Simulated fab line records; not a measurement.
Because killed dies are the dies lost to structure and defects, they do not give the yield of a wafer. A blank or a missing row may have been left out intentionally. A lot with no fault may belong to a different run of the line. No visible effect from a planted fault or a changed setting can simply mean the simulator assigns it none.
fab line records | flow nandHarc
[record] lots = 5 | wafers = 15 | lastDay = 31
route steps=1302 shown A_CHANNEL_HOLE_D1@484 A_CHANNEL_FILL_D1@490 END@1302
lots untouched by any fault: they come from a run of this same line in which no faults occurred
startH: hours from the record's opening day to when the first of the lot's shown wafers began | waitH: how many hours have passed since the lot's step before this one | " repeats the value in the row above | L1.1+2: one row covering several wafers at once | - no value present, or no start provided | * or withheld: withheld | < > ~ a bound
route shown NAME@n: names a module that has steps shown in the file, with the first one's number in the route | usual: the fault-free wafers' mean and standard deviation | same: alike in all rows | chamber/n: place in a boat | sites: readings site by site | _std_site: the standard deviation of these | _edge_site: mean of outer sites minus mean of inner sites | radiusMm: for every site, how far away it sits from the centre of the wafer | mask NAME#n: copy n | behind: tool/chamber where the wafer was last shaped | hold: cause of the lot's hold/its duration in hours/its outcome | device: which transistor (n, p or np) failed to switch | end of line: at the end of the route, the tests of the same wafers | a step with no rows: only its recipe | killed: dies that structure and defects cost at the first sort, which is not the same as the wafer's yield | map: a wafer's dies, marking killed ones x, the rest . and places with no die _
set.NAME: setting as actually run; set.NAME@STEP: the setting as run at that earlier step | model.NAME: the simulator's own value behind a step, which no gauge read
certain route steps with their lots: each step a table, each wafer a row
services: the hour from which a tool's chamber was out of use, counted from the record's first day as startH (under 0 if before that day), plus the number of hours and why
[[steps]]
[step NHARC_A_CHANNEL_HOLE_D1_STRIP_27]
[recipe] o2FlowSccm = 500 | arFlowSccm = 0 | biasW = 0 | chemistry = O2
[usual] drypumpMotorCurrentA = 6.1/0.48 | oesProductAu = 0.993/0.013 | rfVppV = 57.9/0.85 | showerheadPlenumPTorr = 3.55/0.16 | throttleValvePct = 17.036/0.0097
lot.wafer | tool       | chamber | startH | waitH | drypumpMotorCurrentA | oesProductAu | rfHoursCounterH | rfVppV | showerheadPlenumPTorr | throttleValvePct
L824.4    | rieDiel-11 | 3       | -      | -     | 6.4                  | 0.974        | 1               | 59.2   | 3.59                  | 17.027
L824.3    | "          | 0       | "      | "     | 6.8                  | 1.009        | 1               | 57.9   | 3.33                  | 17.044
L824.6    | "          | 3       | "      | "     | 6.4                  | 0.989        | -               | 57.1   | 3.59                  | 17.045
L830.1    | rieDiel-11 | 3       | -      | -     | 6.4                  | 0.992        | 7               | 57.3   | 3.59                  | 17.030
L830.4    | "          | 1       | "      | "     | 6.0                  | 0.996        | 6               | 57.1   | 3.73                  | 17.024
L830.2    | "          | 2       | "      | "     | 5.4                  | 0.986        | 6               | 59.5   | 3.64                  | 17.047
L831.4    | rieDiel-11 | 3       | -      | -     | 6.4                  | 0.978        | 7               | 57.4   | 3.59                  | 17.028
L831.6    | "          | 3       | "      | "     | 6.4                  | 0.974        | -               | 56.7   | 3.59                  | 17.026
L831.5    | "          | 0       | "      | "     | 6.8                  | 1.000        | -               | 56.9   | 3.32                  | 17.039
L833.3    | rieDiel-11 | 1       | -      | -     | 6.1                  | 0.988        | 8               | 58.1   | 3.73                  | 17.038
L833.6    | "          | 0       | "      | "     | 6.8                  | 1.008        | -               | 57.2   | 3.32                  | 17.025
L833.4    | "          | 1       | "      | "     | 6.0                  | 0.994        | -               | 57.2   | 3.73                  | 17.040
L835.2    | rieDiel-11 | 1       | -      | -     | 6.0                  | 0.989        | 10              | 59.9   | 3.73                  | 17.053
L835.4    | "          | 2       | "      | "     | 5.4                  | 0.979        | 8               | 57.0   | 3.64                  | 17.047
L835.5    | "          | 0       | "      | "     | 6.8                  | 0.998        | -               | 57.2   | 3.32                  | 17.035
[step NHARC_A_CHANNEL_HOLE_D1_PRECLEAN_28]
[recipe] timeS = * | tempC = 50 | bathAgeMin = 0 | chemistry = SC1
[step NHARC_A_CHANNEL_HOLE_D1_SRD_29]
[step NHARC_A_CHANNEL_HOLE_D1_CD_MEAS_30]
[usual] cdNm = 90.6/1.6
lot.wafer | tool     | chamber | startH | waitH | cdNm
L824.3    | cdSem-01 | -       | 271.13 | -     | 89.8
L824.4    | "        | -       | "      | "     | 89.5
L824.6    | "        | -       | "      | "     | 92.0
L830.1    | cdSem-02 | -       | 331.31 | -     | 91.7
L830.2    | "        | -       | "      | "     | 91.6
L830.4    | "        | -       | "      | "     | 89.7
L831.4    | cdSem-02 | -       | 331.95 | -     | 87.9
L831.5    | "        | -       | "      | "     | 89.3
L831.6    | "        | -       | "      | "     | 91.7
L833.3    | cdSem-03 | -       | 348.69 | 0.1   | 92.9
L833.4    | "        | -       | "      | "     | 90.7
L833.6    | "        | -       | "      | "     | 91.3
L835.2    | cdSem-02 | -       | 369.11 | -     | 90.0
L835.4    | "        | -       | "      | "     | 90.3
L835.5    | "        | -       | "      | "     | 89.1
[step NHARC_A_CHANNEL_HOLE_D1_XSEM_31]
[recipe] landingEnergyEv = 35000
[usual] botCdNm = 75.4/1.6 | bowNm = 8.67/0.23 | tiltDeg = 0.07/0.034
lot.wafer | tool    | chamber | startH | waitH | botCdNm | bowNm | tiltDeg
L824.3    | xsem-02 | 0       | 271.23 | 0.1   | 74.8    | 8.91  | 0.05
L824.4    | "       | 0       | "      | "     | 75.1    | 8.93  | 0.05
L824.6    | "       | 0       | "      | "     | 76.8    | 9.00  | 0.05
L830.1    | xsem-01 | 0       | 331.39 | 0.1   | 75.3    | 8.47  | 0.07
L830.2    | "       | 0       | "      | "     | 75.3    | 8.52  | 0.07
L830.4    | "       | 0       | "      | "     | 73.0    | 8.52  | 0.07
L831.4    | xsem-02 | 0       | 332.05 | 0.1   | 72.8    | 8.90  | 0.06
L831.5    | "       | 0       | "      | "     | 74.6    | 8.89  | 0.07
L831.6    | "       | 0       | "      | "     | 76.2    | 8.86  | 0.06
L833.3    | xsem-02 | 0       | 348.78 | 0.1   | 78.2    | 8.54  | 0.01
L833.4    | "       | 0       | "      | "     | 75.9    | 8.53  | 0.02
L833.6    | "       | 0       | "      | "     | 76.2    | 8.65  | 0.02
L835.2    | xsem-01 | 0       | 369.19 | 0.1   | 75.4    | 8.29  | 0.04
L835.4    | "       | 0       | "      | "     | 75.2    | 8.23  | 0.04
L835.5    | "       | 0       | "      | "     | 73.8    | 8.24  | 0.04
[step NHARC_A_CHANNEL_HOLE_D1_INSPECT_40]
[usual] rawDefectCount = 68/27
lot.wafer | tool             | chamber | startH | waitH | rawDefectCount
L824.3    | defectInspect-01 | -       | 271.32 | -     | 38
L824.4    | "                | -       | "      | "     | 39
L824.6    | "                | -       | "      | "     | 48
L830.1    | defectInspect-01 | -       | 331.49 | -     | 41
L830.2    | "                | -       | "      | "     | 46
L830.4    | "                | -       | "      | "     | 39
L831.4    | defectInspect-01 | -       | 332.13 | -     | 99
L831.5    | "                | -       | "      | "     | 96
L831.6    | "                | -       | "      | "     | 99
L833.3    | defectInspect-02 | -       | 348.87 | -     | 88
L833.4    | "                | -       | "      | "     | 79
L833.6    | "                | -       | "      | "     | 74
L835.2    | defectInspect-01 | -       | 369.29 | -     | 75
L835.4    | "                | -       | "      | "     | 71
L835.5    | "                | -       | "      | "     | 66
[step NHARC_A_CHANNEL_FILL_D1_PRECLEAN_00]
[recipe] timeS = * | tempC = 50 | bathAgeMin = 0 | chemistry = SC1
[step NHARC_A_CHANNEL_FILL_D1_SRD_01]
[step NHARC_A_CHANNEL_FILL_D1_ALD_02]
[recipe] targetThkA = 60 | pulseTimeS = 10 | aldCycles = 60 | tempC = 300 | material = SiO2
[step NHARC_A_CHANNEL_FILL_D1_ALD_03]
[recipe] targetThkA = 60 | pulseTimeS = 60 | aldCycles = 58 | tempC = 630 | pressureTorr = 2 | material = SiNx
[usual] aldCycles = 58/0 | precursorPulseHeightRel = 0.999/0.019
lot.wafer | tool           | chamber | startH | waitH | aldCycles | precursorPulseHeightRel
L824.3    | aldSinBatch-01 | 0       | -      | -     | 58        | 1.008
L824.4    | "              | 0       | "      | "     | 58        | 0.994
L824.6    | "              | 0       | "      | "     | 58        | 1.035
L830.1    | aldSinBatch-02 | 0       | -      | -     | 58        | 0.983
L830.2    | "              | 0       | "      | "     | 58        | 1.009
L830.4    | "              | 0       | "      | "     | 58        | 0.969
L831.4    | aldSinBatch-02 | 0       | -      | -     | 58        | 0.988
L831.5    | "              | 0       | "      | "     | 58        | 0.972
L831.6    | "              | 0       | "      | "     | 58        | 0.993
L833.3    | aldSinBatch-01 | 0       | -      | -     | 58        | 0.985
L833.4    | "              | 0       | "      | "     | 58        | 0.982
L833.6    | "              | 0       | "      | "     | 58        | 0.960
L835.2    | aldSinBatch-01 | 0       | -      | -     | 58        | 0.983
L835.4    | "              | 0       | "      | "     | 58        | 0.991
L835.5    | "              | 0       | "      | "     | 58        | 0.972
[step NHARC_A_CHANNEL_FILL_D1_ALD_14]
[recipe] targetThkA = 25 | pulseTimeS = 10 | aldCycles = 25 | tempC = 300 | material = SiO2
[usual] aldCycles = 25/0 | heaterPowerW = 471/39 | precursorPulseHeightRel = 1.000/0.02
lot.wafer | tool     | chamber | startH | waitH | aldCycles | heaterPowerW | precursorPulseHeightRel
L824.4    | aldHk-03 | 2       | 276.21 | 0.3   | 25        | 518          | 0.978
L824.3    | "        | 3       | "      | "     | 25        | 475          | 1.017
L824.6    | "        | 2       | "      | "     | 25        | 519          | 1.002
L830.1    | aldHk-04 | 1       | 338.73 | 0.0   | 25        | 484          | 0.999
L830.2    | "        | 2       | "      | "     | 25        | 536          | 0.976
L830.4    | "        | 0       | "      | "     | 25        | 416          | 1.016
L831.4    | aldHk-03 | 1       | 338.84 | 0.2   | 25        | 488          | 0.969
L831.6    | "        | 2       | "      | "     | 25        | 513          | 1.045
L831.5    | "        | 3       | "      | "     | 25        | 489          | 1.004
L833.4    | aldHk-03 | 3       | 356.09 | 0.0   | 25        | 487          | 0.982
L833.3    | "        | 1       | "      | "     | 25        | 505          | 0.995
L833.6    | "        | 3       | "      | "     | 25        | 464          | 1.007
L835.2    | aldHk-02 | 3       | 377.89 | 1.0   | 25        | 407          | 0.973
L835.4    | "        | 1       | "      | "     | 25        | 410          | 1.027
L835.5    | "        | 3       | "      | "     | 25        | 398          | 1.010
[step NHARC_A_CHANNEL_FILL_D1_ALD_15]
[recipe] targetThkA = 20 | pulseTimeS = 60 | aldCycles = 19 | tempC = 630 | pressureTorr = 2 | material = SiNx
[usual] aldCycles = 19/0 | precursorPulseHeightRel = 1.000/0.02
lot.wafer | tool           | chamber | startH | waitH | aldCycles | precursorPulseHeightRel
L824.3    | aldSinBatch-01 | 0       | -      | -     | 19        | 1.017
L824.4    | "              | 0       | "      | "     | 19        | 0.971
L824.6    | "              | 0       | "      | "     | 19        | 1.011
L830.1    | aldSinBatch-01 | 0       | -      | -     | 19        | 0.983
L830.2    | "              | 0       | "      | "     | 19        | 0.980
L830.4    | "              | 0       | "      | "     | 19        | 0.961
L831.4    | aldSinBatch-01 | 0       | -      | -     | 19        | 1.012
L831.5    | "              | 0       | "      | "     | 19        | 0.982
L831.6    | "              | 0       | "      | "     | 19        | 1.012
L833.3    | aldSinBatch-02 | 0       | -      | -     | 19        | 0.962
L833.4    | "              | 0       | "      | "     | 19        | 0.999
L833.6    | "              | 0       | "      | "     | 19        | 0.990
L835.2    | aldSinBatch-03 | 0       | 381.16 | 3.2   | 19        | 1.032
L835.4    | "              | 0       | "      | "     | 19        | 0.963
L835.5    | "              | 0       | "      | "     | 19        | 1.031
[step NHARC_A_CHANNEL_FILL_D1_ALD_16]
[recipe] targetThkA = 15 | pulseTimeS = 10 | aldCycles = 15 | tempC = 300 | material = SiO2
[usual] aldCycles = 15/0 | heaterPowerW = 470/40 | precursorPulseHeightRel = 0.998/0.02
lot.wafer | tool     | chamber | startH | waitH | aldCycles | heaterPowerW | precursorPulseHeightRel
L824.3    | aldHk-04 | 2       | 281.13 | 0.1   | 15        | 523          | 0.986
L824.4    | "        | 0       | "      | "     | 21        | 418          | 1.038
L824.6    | "        | 1       | "      | "     | 15        | 483          | 0.992
L831.4    | aldHk-03 | 3       | 343.92 | 0.0   | 15        | 486          | 0.974
L831.5    | "        | 3       | "      | "     | 15        | 480          | 0.996
L831.6    | "        | 0       | "      | "     | 15        | 491          | 0.990
L830.2    | aldHk-02 | 3       | 343.94 | 0.1   | 15        | 421          | 0.997
L830.1    | "        | 0       | "      | "     | 15        | 475          | 1.015
L830.4    | "        | 1       | "      | "     | 15        | 423          | 0.979
L833.3    | aldHk-03 | 1       | 361.46 | 0.2   | 15        | 481          | 0.944
L833.4    | "        | 3       | "      | "     | 15        | 471          | 1.000
L833.6    | "        | 1       | "      | "     | 15        | 480          | 0.972
L835.2    | aldHk-04 | 2       | 383.22 | 0.0   | 15        | 541          | 0.983
L835.4    | "        | 3       | "      | "     | 15        | 495          | 1.013
L835.5    | "        | 3       | "      | "     | 15        | 502          | 1.013
[step NHARC_A_CHANNEL_FILL_D1_ANNEAL_17]
[recipe] tempC = 850 | timeS = 1800
[step NHARC_END_SORT_01]
[recipe] tempC = 25
[usual] killedAtArray = 56/20 | killedAtOther = 0.9/1.1 | killedAtPeriphery = 3.7/3 | killedDies = 61/21 | killedOpen = 2.9/1.6 | killedShort = 2.6/1.4
[same] grossDies = 677
lot.wafer | tool      | chamber | startH | waitH | killedAtArray | killedAtOther | killedAtPeriphery | killedDies | killedOpen | killedShort
L824.3    | prober-02 | 0       | 641.69 | 3.1   | 72            | 1             | 0                 | 73         | 1          | 4
L824.4    | prober-02 | 0       | 642.49 | 3.4   | 83            | 0             | 0                 | 83         | 2          | 3
L824.6    | prober-02 | 0       | 644.10 | 4.0   | 67            | 0             | 0                 | 67         | 3          | 1
L831.4    | prober-01 | 0       | 696.75 | 3.4   | 90            | 2             | 10                | 102        | 3          | 6
L831.5    | prober-01 | 0       | 697.55 | 3.7   | 64            | 0             | 6                 | 70         | 6          | 2
L831.6    | prober-01 | 0       | 698.35 | 4.0   | 73            | 0             | 7                 | 80         | 4          | 3
L830.1    | prober-02 | 0       | 708.63 | 2.5   | 58            | 0             | 1                 | 59         | 6          | 3
L830.2    | prober-02 | 0       | 709.43 | 2.8   | 49            | 0             | 2                 | 51         | 2          | 1
L830.4    | prober-02 | 0       | 711.02 | 3.4   | 51            | 1             | 0                 | 52         | 0          | 2
L833.3    | prober-01 | 0       | 719.63 | 3.1   | 69            | 4             | 3                 | 76         | 1          | 2
L833.4    | prober-01 | 0       | 720.43 | 3.4   | 77            | 3             | 9                 | 89         | 4          | 6
L833.6    | prober-01 | 0       | 722.05 | 4.0   | 75            | 3             | 4                 | 82         | 0          | 3
L835.2    | prober-02 | 0       | 738.09 | 2.8   | 24            | 1             | 3                 | 28         | 5          | 0
L835.4    | prober-02 | 0       | 739.67 | 3.4   | 26            | 1             | 1                 | 28         | 4          | 3
L835.5    | prober-02 | 0       | 740.46 | 3.7   | 20            | 1             | 1                 | 22         | 2          | 2
// killed by level:class
L824.3 A_SLIT:chamberFilmFlake=32 A_CHANNEL_HOLE_D2:chamberFilmFlake=20 A_CHANNEL_HOLE_D1:chamberFilmFlake=11 A_CHANNEL_FILL_D2:chamberFilmFlake=3 A_SOURCE_PLATE:geometricParticle:short=1 A_ONON_D2:geometricParticle:short=1 A_CHANNEL_FILL_D2:geometricParticle:short=1 A_M0:geometricParticle:open=1
L824.4 A_CHANNEL_HOLE_D2:chamberFilmFlake=35 A_SLIT:chamberFilmFlake=34 A_CHANNEL_HOLE_D1:chamberFilmFlake=5 A_CHANNEL_FILL_D1:geometricParticle:short=2 A_STAIRCASE:chamberFilmFlake=2 A_CHANNEL_FILL_D1:geometricParticle:open=1 A_CHANNEL_FILL_D2:geometricParticle:short=1 A_SGD_CUT:geometricParticle:open=1
L824.6 A_SLIT:chamberFilmFlake=36 A_CHANNEL_HOLE_D2:chamberFilmFlake=19 A_CHANNEL_HOLE_D1:chamberFilmFlake=7 A_M0:geometricParticle:open=2 A_SOURCE_PLATE:geometricParticle:open=1 A_ONON_D1:geometricParticle:short=1 A_CHANNEL_FILL_D2:chamberFilmFlake=1
L831.4 A_CHANNEL_HOLE_D1:chamberFilmFlake=34 A_SLIT:chamberFilmFlake=33 P_GATE:chamberFilmFlake=7 A_DECK1_JOINT:chamberFilmFlake=4 A_WL_FILL:chamberFilmFlake=4 A_CONTACT:chamberFilmFlake=4 A_WL_FILL:geometricParticle:short=2 A_CHANNEL_FILL_D2:chamberFilmFlake=2
L831.5 A_SLIT:chamberFilmFlake=32 A_CHANNEL_HOLE_D1:chamberFilmFlake=14 A_STAIRCASE:chamberFilmFlake=4 P_GATE:chamberFilmFlake=3 A_WL_FILL:chamberFilmFlake=3 A_BLC:geometricParticle:open=2 A_CHANNEL_FILL_D2:chamberFilmFlake=2 A_CONTACT:chamberFilmFlake=2
L831.6 A_SLIT:chamberFilmFlake=27 A_CHANNEL_HOLE_D1:chamberFilmFlake=27 P_GATE:chamberFilmFlake=5 A_STAIRCASE:chamberFilmFlake=4 A_ONON_D2:geometricParticle:short=2 A_CHANNEL_HOLE_D2:chamberFilmFlake=2 A_WL_FILL:chamberFilmFlake=2 A_CONTACT:chamberFilmFlake=2
L830.1 A_CHANNEL_HOLE_D2:chamberFilmFlake=22 A_CHANNEL_HOLE_D1:chamberFilmFlake=8 A_CONTACT:chamberFilmFlake=7 A_STAIRCASE:chamberFilmFlake=5 A_M0:geometricParticle:open=3 A_CHANNEL_FILL_D2:chamberFilmFlake=2 A_SLIT:chamberFilmFlake=2 A_CHANNEL_HOLE_D1:geometricParticle:open=1
L830.2 A_CHANNEL_HOLE_D2:chamberFilmFlake=28 A_CHANNEL_HOLE_D1:chamberFilmFlake=8 A_CONTACT:chamberFilmFlake=3 A_DECK1_JOINT:chamberFilmFlake=2 A_SLIT:chamberFilmFlake=2 P_M1:geometricParticle:open=1 A_ONON_D1:geometricParticle:short=1 A_BLC:geometricParticle:open=1
L830.4 A_CHANNEL_HOLE_D2:chamberFilmFlake=23 A_CHANNEL_HOLE_D1:chamberFilmFlake=8 A_CONTACT:chamberFilmFlake=6 A_STAIRCASE:chamberFilmFlake=5 A_ZERO_WELL:chamberFilmFlake=2 A_BLC:chamberFilmFlake=2 A_CHANNEL_HOLE_D1:geometricParticle:short=1 A_ONON_D2:geometricParticle:short=1
L833.3 A_SLIT:chamberFilmFlake=28 A_CHANNEL_HOLE_D2:chamberFilmFlake=22 A_STAIRCASE:chamberFilmFlake=7 A_CHANNEL_HOLE_D1:chamberFilmFlake=3 THIN_TSV:chamberFilmFlake=3 A_WL_FILL:chamberFilmFlake=2 A_CONTACT:chamberFilmFlake=2 A_M0:chamberFilmFlake=2
L833.4 A_CHANNEL_HOLE_D2:chamberFilmFlake=29 A_SLIT:chamberFilmFlake=23 A_CHANNEL_HOLE_D1:chamberFilmFlake=8 P_GATE:chamberFilmFlake=3 P_M2:chamberFilmFlake=3 A_STAIRCASE:chamberFilmFlake=3 P_CONTACT:chamberFilmFlake=2 A_DECK1_JOINT:chamberFilmFlake=2
L833.6 A_SLIT:chamberFilmFlake=34 A_CHANNEL_HOLE_D2:chamberFilmFlake=21 A_CHANNEL_HOLE_D1:chamberFilmFlake=7 A_STAIRCASE:chamberFilmFlake=4 THIN_TSV:chamberFilmFlake=3 P_CONTACT:chamberFilmFlake=2 P_M2:chamberFilmFlake=2 A_CONTACT:chamberFilmFlake=2
L835.2 A_CHANNEL_HOLE_D1:chamberFilmFlake=14 A_STAIRCASE:chamberFilmFlake=4 P_GATE:chamberFilmFlake=2 P_CONTACT:geometricParticle:open=1 A_CHANNEL_FILL_D2:geometricParticle:open=1 A_WL_FILL:geometricParticle:open=1 A_BLC:geometricParticle:open=1 STARTING-WAFER:geometricParticle:open=1
L835.4 A_CHANNEL_HOLE_D1:chamberFilmFlake=10 A_SLIT:chamberFilmFlake=5 A_STAIRCASE:chamberFilmFlake=3 A_DECK1_JOINT:geometricParticle:open=2 A_CONTACT:chamberFilmFlake=2 A_ONON_D1:geometricParticle:open=1 A_CHANNEL_HOLE_D2:geometricParticle:open=1 A_CHANNEL_HOLE_D2:geometricParticle:short=1
L835.5 A_CHANNEL_HOLE_D1:chamberFilmFlake=9 A_SLIT:chamberFilmFlake=4 A_CONTACT:chamberFilmFlake=2 A_ONON_D1:geometricParticle:open=1 A_DECK1_JOINT:geometricParticle:open=1 A_DECK1_JOINT:geometricParticle:short=1 A_SGD_CUT:geometricParticle:short=1 P_GATE:chamberFilmFlake=1
[[services]]
tool           | chamber | startH | hours | kind
aldHk-04       | -       | 254.67 | 10.0  | pm
rieDiel-11     | -       | 255.50 | 9.0   | pm
rieDiel-11     | 0       | 255.50 | 9.0   | ventCycle
rieDiel-11     | 1       | 255.50 | 9.0   | ventCycle
rieDiel-11     | 2       | 255.50 | 9.0   | ventCycle
rieDiel-11     | 3       | 255.50 | 9.0   | ventCycle
aldSinBatch-03 | -       | 258.61 | 4.5   | repair
aldHk-02       | -       | 262.80 | 17.9  | repair
rieDiel-11     | 0       | 264.50 | -     | clean
rieDiel-11     | 1       | 264.50 | -     | clean
rieDiel-11     | 2       | 264.50 | -     | clean
rieDiel-11     | 2       | 264.50 | -     | consumableReplace:focusRing
rieDiel-11     | 3       | 264.50 | -     | clean
aldSinBatch-03 | -       | 264.72 | 23.1  | repair
aldSinBatch-02 | -       | 266.83 | 26.0  | pm
rieDiel-11     | 0       | 289.00 | -     | clean
rieDiel-11     | 1       | 289.00 | -     | clean
rieDiel-11     | 2       | 289.00 | -     | clean
rieDiel-11     | 3       | 289.00 | -     | clean
aldSinBatch-01 | -       | 320.95 | 6.6   | repair
aldHk-03       | -       | 337.30 | 1.2   | repair
rieDiel-11     | 2       | 339.15 | 14.0  | repair
xsem-01        | -       | 374.00 | 14.0  | pm
aldSinBatch-02 | -       | 379.32 | 12.8  | repair
[[key]]
[firstSign] step = NHARC_A_CHANNEL_FILL_D1_ALD_16 | reading = aldCycles | direction = up | sigmas = 99+ | usual = 15 | struck = 21
effect none on later readings
metAt NHARC_A_CHANNEL_FILL_D1_ALD_16
struckWafers L824.4
testerLeftOut L824
[fault] kind = processParameterDrift | tool = aldHk-04 | chamber = 0 | onsetH = 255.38 | steps = NHARC_A_CHANNEL_FILL_D1_ALD_16 | channel = aldCycles | offset = 6 | shape = step | endH = 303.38 | actsIn = theseRecipesOnly | stated = 15
// testerLeftOut: of these lots the tester's yield and bins aren't shown, on N5 and GAA mostly nor the transistor test; their killed dies are dies lost to structure and defects alone, not to doping, threshold or leakage, so they don't give the yield
